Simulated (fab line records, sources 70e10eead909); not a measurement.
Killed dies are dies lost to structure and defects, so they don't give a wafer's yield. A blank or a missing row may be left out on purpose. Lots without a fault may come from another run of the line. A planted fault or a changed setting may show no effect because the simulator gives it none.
Which tool did it? | flow nand_harc | 11 lots, 33 wafers sampled, at 5 steps of a route of 1159

WHAT THE GAUGES READ, wafer by wafer
NHARC_END_SORT_01. Usual: defect_limited_yield 95.4 %, standard deviation 1.7; killed_at_array 27, standard deviation 12; killed_at_other 0.9, standard deviation 1.1; killed_at_periphery 3.2, standard deviation 2.4; killed_dies 31, standard deviation 12; killed_open 3.3, standard deviation 1.7; killed_short 2.0, standard deviation 1.6; sort_bin_2_pct 1.5 %, standard deviation 0.74; sort_bin_3_pct 0.25 %, standard deviation 0.22; sort_bin_4_pct 2.9 %, standard deviation 1.1; sort_n_pass 646, standard deviation 12; sort_rim_yield_pct 97.2 %, standard deviation 1.8; sort_yield_pct 95.4 %, standard deviation 1.7.
lot  | measured     | on        | defect_limited_yield (%) | killed_at_array | killed_at_other | killed_at_periphery | killed_dies | killed_open | killed_short | sort_bin_2_pct (%) | sort_bin_3_pct (%) | sort_bin_4_pct (%) | sort_n_pass | sort_rim_yield_pct (%) | sort_yield_pct (%) | flag
L388 | day 24 04:32 | prober-02 | 98.5 98.2 97.6           | 9 10 15         | 0 0 0           | 1 2 1               | 10 12 16    | 4 0 5       | 2 1 3        | 0.6 0.6 0.4        | 0 0 0              | 0.9 1.2 1.9        | 667 665 661 | 98.1 100.0 96.2        | 98.5 98.2 97.6     |
L391 | day 24 05:25 | prober-01 | 96.5 96.3 96.2           | 20 20 21        | 0 1 0           | 4 4 5               | 24 25 26    | 4 4 3       | 1 1 1        | 0.9 1.6 1.2        | 0 0.15 0           | 2.7 1.9 2.7        | 653 652 651 | 98.1 97.2 98.1         | 96.5 96.3 96.2     |
L390 | day 24 14:04 | prober-01 | 95.9 94.5 94.4           | 24 30 37        | 1 0 0           | 3 7 1               | 28 37 38    | 1 4 7       | 1 0 0        | 1.2 1.8 1.5        | 0.15 0.15 0.15     | 2.8 3.5 4.0        | 649 640 639 | 97.2 94.3 97.2         | 95.9 94.5 94.4     |
L397 | day 25 10:55 | prober-01 | 96.0 95.3 94.2           | 20 30 37        | 3 2 0           | 4 0 2               | 27 32 39    | 2 2 0       | 1 2 1        | 1.2 2.1 2.7        | 0 0.30 0.44        | 2.8 2.4 2.7        | 650 645 638 | 98.1 100.0 98.1        | 96.0 95.3 94.2     |
L398 | day 25 18:42 | prober-02 | 0 0 0                    | 27 34 33        | 0 1 0           | 650 642 644         | 677 677 677 | 2 4 2       | 1 3 1        | 96.5 96.9 96.5     | 0.44 0.44 0.44     | 3.1 2.7 3.1        | 0 0 0       | 0 0 0                  | 0 0 0              | OFF
L399 | day 26 02:29 | prober-02 | 0 0 0                    | 29 33 26        | 3 1 1           | 645 643 650         | 677 677 677 | 4 4 3       | 2 0 2        | 96.0 95.7 97.0     | 0.59 0 0.15        | 3.4 4.3 2.8        | 0 0 0       | 0 0 0                  | 0 0 0              | OFF
L404 | day 26 10:16 | prober-02 | 94.1 94.7 94.8           | 36 34 32        | 0 0 0           | 4 2 3               | 40 36 35    | 1 1 0       | 2 4 1        | 2.4 1.6 2.2        | 0.44 0.44 0        | 3.1 3.2 3.0        | 637 641 642 | 96.2 94.3 98.1         | 94.1 94.7 94.8     |

WHICH TOOL RAN EACH LOT (tool, then ch and the chambers of the sampled wafers, then the start)
lot  | NHARC_P_M0_ANNEAL_30             | NHARC_P_M1_ETCH_35                 | NHARC_P_M1_DEGAS_29          | NHARC_P_M1_PRE_CLEAN_30
L384 | rtp_anneal-02 ch 0, day 6 07:00  | rie_diel-05 ch 0,1, day 6 09:34    | pvd_sputter-01, day 6 10:29  | pvd_sputter-01, no start
L388 | rtp_anneal-02 ch 0, day 7 05:59  | rie_diel-05 ch 0,1,3, day 7 08:32  | pvd_sputter-03, day 7 09:28  | pvd_sputter-03, day 24 04:32 or earlier
L391 | rtp_anneal-01 ch 0, day 7 18:45  | rie_diel-02 ch 2,3, day 7 21:01    | pvd_sputter-03, day 7 21:58  | pvd_sputter-03, day 24 05:25 or earlier
L390 | rtp_anneal-01 ch 0, day 8 02:21  | rie_diel-09 ch 0,1,2, day 8 04:41  | pvd_sputter-03, day 8 05:38  | pvd_sputter-03, day 24 14:04 or earlier
L393 | rtp_anneal-02 ch 0, day 8 12:37  | rie_diel-02 ch 0,1, day 8 15:15    | pvd_sputter-02, day 8 16:38  | pvd_sputter-02, no start
L394 | rtp_anneal-02 ch 0, day 9 01:16  | rie_diel-02 ch 0,2,3, day 9 03:31  | pvd_sputter-03, day 9 04:28  | pvd_sputter-03, no start
L397 | rtp_anneal-01 ch 0, day 9 16:25  | rie_diel-02 ch 0,2,3, day 9 18:47  | pvd_sputter-01, day 9 19:43  | pvd_sputter-01, day 25 10:55 or earlier
L398 | rtp_anneal-02 ch 0, day 9 17:25  | rie_diel-09 ch 0,1, day 9 19:49    | pvd_sputter-02, day 9 20:50  | pvd_sputter-02, day 25 18:42 or earlier
L399 | rtp_anneal-01 ch 0, day 10 02:13 | rie_diel-02 ch 0,1,3, day 10 04:40 | pvd_sputter-01, day 10 05:40 | pvd_sputter-01, day 26 02:29 or earlier
L400 | rtp_anneal-02 ch 0, day 10 07:57 | rie_diel-05 ch 1,2, day 10 10:12   | pvd_sputter-03, day 10 11:10 | pvd_sputter-03, no start
L404 | rtp_anneal-01 ch 0, day 11 03:23 | rie_diel-02 ch 0,1,3, day 11 05:56 | pvd_sputter-01, day 11 06:56 | pvd_sputter-01, day 26 10:16 or earlier
- NHARC_P_M0_ANNEAL_30: time 90 s.
- NHARC_P_M1_ETCH_35: etches the open film in N2/H2, target depth 40 nm, overetch 12 nm, time 43.94 s.
- NHARC_P_M1_DEGAS_29: time 60 s.
- NHARC_P_M1_PRE_CLEAN_30: time 30 s.

WHAT THE TOOLS THEMSELVES READ (means of the sampled wafers that have a number; where no wafer has one, the mark that the record gives instead)
NHARC_P_M0_ANNEAL_30. Usual: anneal_temp_c 224.99 C, standard deviation 0.16; wafer_temp_C_max 226.0, standard deviation 0.38.
lot  | tool          | anneal_temp_c (C) | wafer_temp_C_max | flag
L384 | rtp_anneal-02 | 224.91            | 225.5            |
L388 | rtp_anneal-02 | 224.78            | 225.6            |
L391 | rtp_anneal-01 | 224.84            | 226.0            |
L390 | rtp_anneal-01 | 225.13            | 226.3            |
L393 | rtp_anneal-02 | 225.01            | 225.8            |
L394 | rtp_anneal-02 | 224.89            | 225.7            |
L397 | rtp_anneal-01 | 224.90            | 226.0            |
L398 | rtp_anneal-02 | 225.03            | 225.7            |
L399 | rtp_anneal-01 | 224.96            | 226.1            |
L400 | rtp_anneal-02 | 224.92            | 225.7            |
L404 | rtp_anneal-01 | 224.96            | 226.1            |

NHARC_P_M1_ETCH_35. Usual: bias_w 150.0 W, standard deviation 0.41; chamber_pressure_mTorr 29.997 mTorr, standard deviation 0.028; drypump_motor_current_A 5.8 A, standard deviation 0.44; oes_product_au 0.996 a.u., standard deviation 0.013; rf_vpp_V 431.1 V, standard deviation 2.5; showerhead_plenum_p_Torr 2.06 Torr, standard deviation 0.086; throttle_valve_pct 14.170 %, standard deviation 0.0087.
lot  | tool        | bias_w (W) | chamber_pressure_mTorr (mTorr) | drypump_motor_current_A (A) | oes_product_au (a.u.) | rf_vpp_V (V) | showerhead_plenum_p_Torr (Torr) | throttle_valve_pct (%) | flag
L384 | rie_diel-05 | 149.9      | 30.013                         | 5.8                         | 0.993                 | 428.8        | 2.01                            | 14.173                 |
L388 | rie_diel-05 | 149.5      | 29.978                         | 5.6                         | 1.004                 | 430.7        | 2.07                            | 14.170                 |
L391 | rie_diel-02 | 149.8      | 29.994                         | 5.6                         | 0.987                 | 429.9        | 1.98                            | 14.172                 |
L390 | rie_diel-09 | 150.2      | 29.998                         | 6.0                         | 0.987                 | 433.3        | 2.14                            | 14.168                 |
L393 | rie_diel-02 | 149.8      | 29.990                         | 5.8                         | 0.997                 | 430.1        | 2.05                            | 14.171                 |
L394 | rie_diel-02 | 149.7      | 29.974                         | 5.7                         | 0.995                 | 429.2        | 2.00                            | 14.174                 |
L397 | rie_diel-02 | 150.3      | 30.008                         | 5.7                         | 0.989                 | 429.3        | 2.00                            | 14.161                 |
L398 | rie_diel-09 | -          | -                              | -                           | -                     | -            | -                               | -                      | OFF
L399 | rie_diel-02 | -          | -                              | -                           | -                     | -            | -                               | -                      | OFF
L400 | rie_diel-05 | 149.9      | 29.991                         | 6.3                         | 1.007                 | 434.0        | 2.15                            | 14.168                 |
L404 | rie_diel-02 | 149.9      | 30.017                         | 6.0                         | 1.000                 | 429.7        | 2.00                            | 14.176                 |

NHARC_P_M1_DEGAS_29. Usual: heater_power_w 329 W, standard deviation 30; susceptor_temp_C 249.98 C, standard deviation 0.18.
lot  | tool           | heater_power_w (W) | susceptor_temp_C (C) | flag
L384 | pvd_sputter-01 | 335                | -                    | OFF
L388 | pvd_sputter-03 | 351                | 249.98               |
L391 | pvd_sputter-03 | 336                | 249.91               |
L390 | pvd_sputter-03 | 331                | 250.18               |
L393 | pvd_sputter-02 | 319                | -                    | OFF
L394 | pvd_sputter-03 | 321                | 249.89               |
L397 | pvd_sputter-01 | 319                | -                    | OFF
L398 | pvd_sputter-02 | 318                | 250.06               |
L399 | pvd_sputter-01 | 337                | 249.88               |
L400 | pvd_sputter-03 | 365                | 250.06               |
L404 | pvd_sputter-01 | 325                | 250.11               |

NHARC_P_M1_PRE_CLEAN_30. Usual: heater_power_w 404 W, standard deviation 36; susceptor_temp_C 279.99 C, standard deviation 0.18.
lot  | tool           | heater_power_w (W) | susceptor_temp_C (C) | flag
L384 | pvd_sputter-01 | 399                | 280.07               |
L388 | pvd_sputter-03 | 436                | 280.23               |
L391 | pvd_sputter-03 | 406                | 280.06               |
L390 | pvd_sputter-03 | 396                | 280.13               |
L393 | pvd_sputter-02 | 398                | 279.89               |
L394 | pvd_sputter-03 | 398                | 280.09               |
L397 | pvd_sputter-01 | 405                | 279.86               |
L398 | pvd_sputter-02 | 387                | 280.00               |
L399 | pvd_sputter-01 | 405                | -                    | OFF
L400 | pvd_sputter-03 | 416                | 279.83               |
L404 | pvd_sputter-01 | 397                | 279.97               |

THE ANSWER, worked out from the rows above alone
Rule: a lot is off if the mean of its wafers that have a number lies more than 3 standard deviations from the usual mean. A lot without any number at a reading at which 4 lots or more have one is off too. The other lots that the step has rows for count as sound. The gauges are gone through in route order, then the tools' own readings, and for those a lot's mean is taken as printed above. The first step at which some lot is off is used, and at that step the reading that is off furthest; a lot without a number counts as furthest.
Off: L398, L399, at NHARC_END_SORT_01 (killed_at_periphery). Neither off nor sound, because the step has no rows for them: L384, L393, L394, L400.
A tool fits if, at a process step before that reading, it ran every lot that is off, and no sound lot after the first of them. The gauges at NHARC_END_SORT_01 aren't tried: what is off there is off at NHARC_P_M1_ETCH_35 too, on other tools, and a gauge's error can't cause that. NHARC_P_M1_PRE_CLEAN_30 gives no start for some lots, so the hours and the order of its lots are those of NHARC_END_SORT_01. None of those tried fits.

WHAT THE SIMULATOR HAD PUT IN
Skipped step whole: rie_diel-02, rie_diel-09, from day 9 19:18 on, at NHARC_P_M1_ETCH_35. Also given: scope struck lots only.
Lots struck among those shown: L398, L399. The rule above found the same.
